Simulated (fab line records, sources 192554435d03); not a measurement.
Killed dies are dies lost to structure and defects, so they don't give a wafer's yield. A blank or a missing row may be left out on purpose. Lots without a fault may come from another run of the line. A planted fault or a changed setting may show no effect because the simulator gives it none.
A struck lot beside a sound one | flow n5_finfet | 36 steps out of a route of 1938
Sound: wafers L475.3, L475.5, L475.6. Struck: wafers L465.2, L465.3, L465.4. The cause comes at the end.
At each step with rows: each side's tool, then ch and its chambers, then its first start. Under that, the readings that differ: sound wafers | struck wafers | difference of the means | sigmas: that difference in standard deviations of wafers without a fault.
alike: readings whose means differ by less than 2 such deviations, and words and numbers that are the same on both sides. not compared: withheld readings, readings that some wafer has no value for, bounds like >300 that may hide the same value, and numbers for which the record gives no deviation and whose values overlap.
The two part at a step that has a row with sigmas, a row that says differs or no value, or rows on one side only. Numbers that don't overlap but have no deviation are shown without sigmas and don't part them. A reading that every wafer of one side lacks parts them only if that side has two wafers or more.

first, 9 steps without rows for these wafers: N5_BEOL_M4_ANNEAL_95 (time 240 s); N5_BEOL_M4_SPUTTER_96 (material Cu, target thk 4.5 nm, time 8.29 s); N5_BEOL_M4_ECD_50 (material Cu, target thk 300 nm); N5_BEOL_M4_ANNEAL_51 (time 90 s); N5_BEOL_M4_CMP_52 (polishes, stops on SiOC, t overpolish 6.8 s, target thk 40 nm); N5_BEOL_M4_PRE_CLEAN_60 (time 15 s); N5_BEOL_M4_CO_CAP_55 (material Co, precursor CCTBA/H2, target thk 2 nm, time 102.1 s); N5_BEOL_M4_PRE_CLEAN_56 (time 15 s); N5_BEOL_M4_DEP_57 (deposits SiCN from 3MS/NH3, target thk 8 nm, time 14 s).
N5_BEOL_M4_RC_MEAS_101:
  sound on prober-01 ch 0, day 14 19:47; struck on prober-01 ch 0, day 12 08:35
  reading       | sound          | struck         | difference | sigmas
  DIBL_N (mV/V) | 34.9 33.8 35.0 | 38.0 39.2 37.6 | +3.7       | +2
  alike: DIBL_P, IOFF_N, IOFF_P, ION_N, ION_P, SS_N, SS_P, VT_N, VT_P
then, 24 steps without rows for these wafers: N5_BEOL_M5_ILD_DEP_00 (deposits SiCOH lowk from DEMS/porogen, target thk 140.64 nm, time 25.9 s); N5_BEOL_M5_CURE_79 (cures SiCOH lowk, time 240 s); N5_BEOL_M5_PECVD_70 (deposits SiO2 from TEOS/O2, target thk 16 nm, time 18 s); N5_BEOL_M5_HM_DEP_02 (deposits TiN, target thk 20 nm); N5_BEOL_M5_COAT_59 (time 60 s, resist thk 60 nm); N5_BEOL_M5_COAT_60 (time 60 s, resist thk 12 nm); N5_BEOL_M5_COAT_71 (time 60 s, resist thk 5 nm); N5_BEOL_M5_COAT_05 (resist thk 30 nm); N5_BEOL_M5_EBR_07; N5_BEOL_M5_SOFTBAKE_06 (time 60 s); N5_BEOL_M5_EXPOSE_08 (exposes mask M5, target cd 28 nm); N5_BEOL_M5_PEB_09 (peb time 60 s); N5_BEOL_M5_DEVELOP_10 (develop time 30 s); N5_BEOL_M5_DESCUM_16 (chemistry O2, time 7 s); N5_BEOL_M5_ETCH_72 (etches underlayer in N2/H2, target depth 6.5 nm, time 5.2 s); N5_BEOL_M5_ETCH_61 (etches SiARC in CF4, target depth 15.6 nm, time 26 s); N5_BEOL_M5_ETCH_62 (etches SOC in N2/H2, target depth 75 nm, overetch 15 nm, time 112.5 s); N5_BEOL_M5_STRIP_63 (strips in N2/H2); N5_BEOL_M5_STRIP_73 (strips in N2/H2); N5_BEOL_M5_STRIP_64 (strips in CF4); N5_BEOL_M5_HM_OPEN_17 (chemistry Cl2/BCl3, target TiN, target depth 20 nm, overetch 6 nm); N5_BEOL_M5_STRIP_19 (strips in O2); N5_BEOL_M5_COAT_65 (time 60 s, resist thk 60 nm); N5_BEOL_M5_COAT_66 (time 60 s, resist thk 12 nm).
N5_BEOL_M9_VIA_ETCH_34: etches SiCOH lowk in C4F6/O2, target depth 182.4 nm, time 68.4 s.
  sound on rie_diel-02 ch 1,3, day 16 12:59; struck on rie_diel-02 ch 0,1,2, day 14 04:46
  no value came back on the struck wafers for any of 7 readings (C4F6_flow_sccm (sccm), O2_flow_sccm (sccm) and others); on the sound wafers C4F6_flow_sccm (sccm) reads 10.007 9.940 10.031
  reading                                    | sound        | struck       | difference | sigmas
  model.SOC_of_BEOL_M9_COAT_63.thk_nm (nm)   | 50.8 50.8 51 | 59.8 59.8 60 | +9.0       |
  model.SiARC_of_BEOL_M9_COAT_64.thk_nm (nm) | 0 0 0        | 6.4 6.2 6.4  | +6.3       |
  not compared: rf_hours_counter_h
-- the record jumps here: 2 days lie between the struck wafers' starts before and after (it left off in module BEOL_M9 and takes up again in module PASSIVATION, whose first step shown is number 1936 of the route) --
N5_PASSIVATION_PROBE_49:
  the record has rows for the struck wafers here (prober-02, day 16 10:08) and none for the sound ones

WHERE THEY PART
First at N5_BEOL_M4_RC_MEAS_101; last, within this record, at N5_PASSIVATION_PROBE_49.

WHY: what the simulator had put in
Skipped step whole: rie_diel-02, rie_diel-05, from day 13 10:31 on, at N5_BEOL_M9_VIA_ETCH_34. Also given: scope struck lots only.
